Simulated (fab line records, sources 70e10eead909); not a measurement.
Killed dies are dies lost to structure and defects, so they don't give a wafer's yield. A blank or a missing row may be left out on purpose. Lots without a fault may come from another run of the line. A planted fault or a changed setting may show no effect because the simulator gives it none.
A struck lot beside a sound one | flow nand_harc | 15 steps out of a route of 1302
Sound: wafers L249.1, L249.4, L249.6. Struck: wafer L253.4. (L253.3, L253.5 of the same lot were not struck and are left out.) The cause comes at the end.
At each step with rows: each side's tool, then ch and its chambers, then its first start. Under that, the readings that differ: sound wafers | struck wafers | difference of the means | sigmas: that difference in standard deviations of wafers without a fault.
alike: readings whose means differ by less than 2 such deviations, and words and numbers that are the same on both sides. not compared: withheld readings, readings that some wafer has no value for, bounds like >300 that may hide the same value, and numbers for which the record gives no deviation and whose values overlap.
The two part at a step that has a row with sigmas, a row that says differs or no value, or rows on one side only. Numbers that don't overlap but have no deviation are shown without sigmas and don't part them. A reading that every wafer of one side lacks parts them only if that side has two wafers or more.

first, 1 step without rows for these wafers: NHARC_A_ONON_D1_DEP_12 (target thk 1000 nm).
NHARC_A_ONON_D1_THK_MEAS_14: measures by ellipsometry.
  sound on film_metro-02, day 10 03:03; struck on film_metro-02, day 12 00:52
  alike: thk_nm
then, 2 steps without rows for these wafers: NHARC_A_ONON_D1_ANNEAL_15 (time 3600 s); NHARC_A_ONON_D1_DEP_16 (target thk 1000 nm).
NHARC_A_ONON_D1_THK_MEAS_18: measures by ellipsometry.
  sound on film_metro-02, day 10 10:35; struck on film_metro-02, day 12 08:27
  reading     | sound       | struck | difference | sigmas
  thk_nm (nm) | 991 991 992 | 1020   | +29        | +3
then, 1 step without rows for these wafers: NHARC_A_ONON_D1_DEP_19 (target thk 1000 nm).
NHARC_A_ONON_D1_THK_MEAS_21: measures by ellipsometry.
  sound on film_metro-01, day 10 11:10; struck on film_metro-01, day 12 09:01
  alike: thk_nm
then, 1 step without rows for these wafers: NHARC_A_ONON_D1_DEP_22 (target thk 1000 nm).
NHARC_A_ONON_D1_THK_MEAS_24: measures by ellipsometry.
  sound on film_metro-02, day 10 11:43; struck on film_metro-01, day 12 09:36
  alike: thk_nm
then, 1 step without rows for these wafers: NHARC_A_ONON_D1_DEP_25 (target thk 1000 nm).
NHARC_A_ONON_D1_THK_MEAS_27: measures by ellipsometry.
  sound on film_metro-02, day 10 12:17; struck on film_metro-02, day 12 10:10
  alike: thk_nm
NHARC_A_ONON_D1_DEP_28: target thk 1000 nm.
  sound on pecvd_onon-02 ch 0, day 10 12:21; struck on pecvd_onon-02 ch 0, day 12 10:20
  alike: sih4_flow_sccm
NHARC_A_ONON_D1_THK_MEAS_30: measures by ellipsometry.
  sound on film_metro-01, day 10 12:51; struck on film_metro-01, day 12 10:44
  reading     | sound       | struck | difference | sigmas
  thk_nm (nm) | 997 996 997 | 718    | -279       | -34
NHARC_A_ONON_D1_DEP_33: deposits SiO2, target thk 200 nm.
  sound on pecvd-03 ch 0,1,2, day 10 12:57; struck on pecvd-03 ch 1, day 12 10:50
  reading            | sound       | struck | difference | sigmas
  heater_power_w (W) | 609 542 561 | 708    | +137       | +2
  alike: showerhead_vpp_V, throttle_valve_pct
-- the record jumps here: 17 days lie between the struck wafers' starts before and after (it left off in module A_ONON_D1 and takes up again in module END, whose first step shown is number 1302 of the route) --
NHARC_END_SORT_01:
  the record has rows for the struck wafers here (prober-01 ch 0, day 29 07:59) and none for the sound ones

WHERE THEY PART
First at NHARC_A_ONON_D1_THK_MEAS_18; last, within this record, at NHARC_END_SORT_01.

WHY: what the simulator had put in
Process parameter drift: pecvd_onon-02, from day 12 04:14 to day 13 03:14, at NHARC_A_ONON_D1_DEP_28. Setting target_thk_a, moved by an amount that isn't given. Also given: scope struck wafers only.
